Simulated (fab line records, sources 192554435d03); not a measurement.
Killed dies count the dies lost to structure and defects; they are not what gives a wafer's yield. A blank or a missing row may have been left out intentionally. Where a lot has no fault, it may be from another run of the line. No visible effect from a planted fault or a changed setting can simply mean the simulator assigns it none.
Split-lot experiment | flow n5-finfet | 7 lots, 39 wafers read, on a route of 1938 steps

ON THE SPLIT
At N5_GATE_CUT_HM_DEP_46 (deposits SiO2 from TEOS/O2, target thk 130 nm, time 26.6 s), the setting time-s was moved away from the recipe's 26.6 s on 15 of the 39 wafers read, by -12.4% to +10.0%. The other wafers ran this setting at the recipe's value.

FROM THE SPLIT TO THE READING: what the file shows between them, 13 steps
- N5_GATE_CUT_COAT_34: time 60 s, resist thk 60 nm
- N5_GATE_CUT_COAT_35: time 60 s, resist thk 10 nm
- N5_GATE_CUT_STRIP_38: strips in N2/H2
- N5_GATE_CUT_STRIP_39: strips in N2/H2
- N5_GATE_CUT_HM_OPEN_40: chemistry C4F6/O2, target SiO2, target depth 139 nm, time 85.1 s
- N5_GATE_CUT_STRIP_41: strips in CF4
- N5_GATE_CUT_STRIP_42: strips in O2
- N5_GATE_CUT_ETCH_19: etches SiNx in CH3F/O2, target depth 53.7 nm, time 76.7 s
- N5_GATE_CUT_CUT_ETCH_53: etches W in SF6/Cl2, target depth 79.2 nm
- N5_GATE_CUT_CUT_ETCH_54: etches TiN in Cl2/BCl3, target depth 96.7 nm
- N5_GATE_CUT_CUT_ETCH_55: etches HfO2 in BCl3, target depth 3.2 nm
- N5_GATE_CUT_ALD_22: deposits SiNx, target thk 16 nm, pulse time 1 s, ald cycles 320
- N5_GATE_CUT_CMP_23: polishes, stops on SiO2, t overpolish 23.4 s, target thk 16 nm

THE READING
At N5_GATE_CUT_THK_MEAS_24: GC_FILL_THK, given in nm. A value of 219.7 nm with a standard deviation of 2.4 nm is what fault-free wafers of this fab line usually give.

wafer  | tool, chamber at the split | time-s as run, s | against the recipe | GC_FILL_THK, nm | against lot-mates on the recipe
L075.1 | pecvd-01, 0                | 26.6             | recipe             | 215.4           | -
L075.2 | pecvd-01, 1,0              | 26.6             | recipe             | 216.6           | -
L075.3 | pecvd-01, 0                | 26.6             | recipe             | 219.1           | -
L075.4 | pecvd-01, 1                | 26.6             | recipe             | 221.0           | -
L075.5 | pecvd-01, 1                | 26.6             | recipe             | 218.1           | -
L075.6 | pecvd-01, 1,0              | 26.6             | recipe             | 218.8           | -
L076.1 | pecvd-04, 1                | 26.6             | recipe             | 219.6           | -
L076.2 | pecvd-04, 2                | 26.6             | recipe             | 216.8           | -
L076.3 | pecvd-04, 0                | 26.6             | recipe             | 218.5           | -
L076.4 | pecvd-04, 2                | 25.22            | -5.2%              | 211.6           | -6.7
L076.5 | pecvd-04, 0                | 25.22            | -5.2%              | 214.6           | -3.7
L076.6 | pecvd-04, 1                | 25.22            | -5.2%              | 212.0           | -6.3
L077.1 | pecvd-04, 2                | 26.6             | recipe             | 216.7           | -
L077.4 | pecvd-04, 2                | 26.6             | recipe             | 223.7           | -
L077.6 | pecvd-04, 1                | 26.6             | recipe             | 218.9           | -
L079.1 | pecvd-01, 2                | 24.98            | -6.1%              | 209.7           | -10.1
L079.2 | pecvd-01, 0                | 26.6             | recipe             | 221.3           | -
L079.3 | pecvd-01, 1                | 26.6             | recipe             | 218.8           | -
L079.4 | pecvd-01, 1                | 24.98            | -6.1%              | 213.5           | -6.3
L079.5 | pecvd-01, 2                | 24.98            | -6.1%              | 216.5           | -3.3
L079.6 | pecvd-01, 0                | 26.6             | recipe             | 219.3           | -
L089.1 | pecvd-01, 0                | 29.26            | +10.0%             | 234.3           | +17.2
L089.2 | pecvd-01, 1                | 26.6             | recipe             | 216.7           | -
L089.3 | pecvd-01, 2                | 26.6             | recipe             | 216.8           | -
L089.4 | pecvd-01, 2                | 29.26            | +10.0%             | 231.5           | +14.4
L089.5 | pecvd-01, 0                | 29.26            | +10.0%             | 233.0           | +15.9
L089.6 | pecvd-01, 1                | 26.6             | recipe             | 217.9           | -
L092.1 | pecvd-01, 0                | 26.6             | recipe             | 219.6           | -
L092.2 | pecvd-01, 1                | 26.6             | recipe             | 218.0           | -
L092.3 | pecvd-01, 2                | 25.06            | -5.8%              | 210.9           | -8.5
L092.4 | pecvd-01, 1                | 25.06            | -5.8%              | 216.4           | -3.0
L092.5 | pecvd-01, 0                | 25.06            | -5.8%              | 213.7           | -5.7
L092.6 | pecvd-01, 2                | 26.6             | recipe             | 220.7           | -
L093.1 | pecvd-01, 0,1              | 26.6             | recipe             | 217.8           | -
L093.2 | pecvd-01, 1                | 23.3             | -12.4%             | 203.5           | -13.9
L093.3 | pecvd-01, 2                | 26.6             | recipe             | 216.6           | -
L093.4 | pecvd-01, 0                | 23.3             | -12.4%             | 203.5           | -13.9
L093.5 | pecvd-01, 0,1              | 26.6             | recipe             | 217.8           | -
L093.6 | pecvd-01, 2                | 23.3             | -12.4%             | 201.9           | -15.5
Rows listing several chambers each stand for several wafers; the file does not say which wafer went through which chamber.

THE FIT
A straight line over all 39 wafers: GC_FILL_THK changes by +1.25 nm for each +1% of time-s; r = +0.95; the points scatter about the line by 2.1 nm.
The same after taking each lot's own level away (the mean of its wafers on the recipe; 39 wafers): +1.29 nm for each +1%; r = +0.96; scatter 1.9 nm.
On that fit, the largest move of time-s shifts the reading by 16 nm.
Across the lots, their own levels run from 217.13 to 219.80 nm, a range of 1.1 times the standard deviation given above.
The two slopes agree, so the slope changes little with the lot-to-lot level.
Check: with one of the wafers moved furthest among these (-12.4%) left out of the fit, the line predicts -15.5 nm for it against its lot-mates. Against them it came out at -13.9 nm.

THE WHOLE CHAIN: every reading that the file lists as answering this split, in the file's order
step                    | what it does                                                     | reading                                                                            | change (the file's fit)                | r (the file's)
N5_GATE_CUT_HM_DEP_46   | deposits SiO2 from TEOS/O2, target thk 130 nm, time 26.6 s       | SiO2_of_GATE_CUT_HM_DEP_46.thk-nm (the simulator's own value, which no gauge read) | +1.24 nm for each +1% of the setting   | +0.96
N5_GATE_CUT_HM_OPEN_40  | chemistry C4F6/O2, target SiO2, target depth 139 nm, time 85.1 s | etch-rf-on-time-s                                                                  | withheld for each +1% of the setting   | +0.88
N5_GATE_CUT_HM_OPEN_40  | chemistry C4F6/O2, target SiO2, target depth 139 nm, time 85.1 s | etch.depth-nm (the simulator's own value, which no gauge read)                     | +1.25 nm for each +1% of the setting   | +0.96
N5_GATE_CUT_CUT_ETCH_53 | etches W in SF6/Cl2, target depth 79.2 nm                        | SiO2_of_GATE_CUT_HM_DEP_46.thk-nm (the simulator's own value, which no gauge read) | +1.26 nm for each +1% of the setting   | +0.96
N5_GATE_CUT_THK_MEAS_24 |                                                                  | GC_FILL_THK                                                                        | +1.25 for each +1% of the setting      | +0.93
N5_GATE_CUT_CMP_43      | polishes SiO2                                                    | SiO2_of_GATE_CUT_HM_DEP_46.thk-nm (the simulator's own value, which no gauge read) | +0.0643 nm for each +1% of the setting | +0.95

THE FILE'S OWN FIT
GC_FILL_THK changes by +1.25 nm for each +1% of time-s, r = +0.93.
